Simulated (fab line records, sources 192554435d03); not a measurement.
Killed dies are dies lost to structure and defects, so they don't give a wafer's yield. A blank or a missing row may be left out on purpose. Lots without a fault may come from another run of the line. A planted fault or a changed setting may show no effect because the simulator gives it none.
Chamber matching | flow n5_finfet | N5_PMOS_HMC_CHANNEL_EPI_CMP_21 on cmp-03: 4 sister chambers
The step polishes SiGe30, target thk 54 nm. 20 wafers are shown with their chamber, then 10 later ones without.

WAFERS WITH THEIR CHAMBER
wafer  | chamber | motor_current_A (A) | edge_zone_pressure_frac
L078.1 | 2       | 12.8                | 1.005
L078.5 | 3       | 12.3                | 1.006
L078.6 | 0       | 12.6                | 0.998
L079.1 | 1       | 11.4                | 1.004
L079.2 | 2       | 13.2                | 1.005
L079.3 | 3       | 13.3                | 1.005
L084.2 | 2       | 12.4                | 0.998
L084.3 | 3       | 13.7                | 1.004
L084.4 | 0       | 13.0                | 1.005
L085.1 | 2       | 11.9                | 0.997
L085.2 | 1       | 12.5                | 0.997
L085.5 | 3       | 12.7                | 1.000
L087.1 | 3       | 12.8                | 0.993
L087.4 | 0       | 12.1                | 0.997
L087.5 | 3       | 12.8                | 0.996
L090.3 | 1       | 11.0                | 1.005
L090.4 | 0       | 12.1                | 1.001
L090.6 | 0       | 12.6                | 1.008
L092.1 | 3       | 13.8                | 1.008
L092.3 | 2       | 12.7                | 1.004

SIGNATURES (means of the wafers above)
reading                 | chamber 0 | chamber 1 | chamber 2 | chamber 3 | scatter within a chamber
motor_current_A         | 12.480    | 11.633    | 12.600    | 13.057    | 0.536
edge_zone_pressure_frac | 1.00180   | 1.00200   | 1.00180   | 1.00171   | 0.00483
Rule: a wafer's distance from a chamber is the root of the sum, over the readings, of the square of ((its reading less the chamber's mean) divided by the reading's scatter). The wafer belongs to the nearest chamber; if the next one is less than 2 further off, it can't be placed. The scatter: the root of (the sum of the squares of (reading less its chamber's mean) over the shown wafers, divided by (wafers less chambers)).

WAFERS WITHOUT THEIR CHAMBER
wafer  | motor_current_A (A) | edge_zone_pressure_frac
L092.4 | 11.5                | 0.997
L093.1 | 12.6                | 1.001
L093.4 | 12.2                | 1.004
L093.6 | 11.1                | 0.997
L095.3 | 12.2                | 1.005
L095.5 | 12.9                | 1.002
L095.6 | 12.0                | 1.002
L096.1 | 12.4                | 1.001
L096.4 | 11.9                | 1.000
L096.5 | 12.2                | 1.005

WHICH CHAMBER EACH WENT THROUGH
wafer  | from the rows above               | in truth
L092.4 | can't be placed: 1 or 0 or 2      | 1
L093.1 | can't be placed: 2 or 0 or 3 or 1 | 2
L093.4 | can't be placed: 0 or 2 or 1 or 3 | 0
L093.6 | can't be placed: 1 or 0 or 2      | 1
L095.3 | can't be placed: 0 or 2 or 1 or 3 | 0
L095.5 | can't be placed: 3 or 2 or 0      | 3
L095.6 | can't be placed: 1 or 0 or 2 or 3 | 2
L096.1 | can't be placed: 0 or 2 or 3 or 1 | 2
L096.4 | can't be placed: 1 or 0 or 2 or 3 | 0
L096.5 | can't be placed: 0 or 2 or 1 or 3 | 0
Placed correctly: 0 of 10. Can't be placed from these rows: 10 (the true chamber is among the candidates in 10). Placed wrongly: 0.
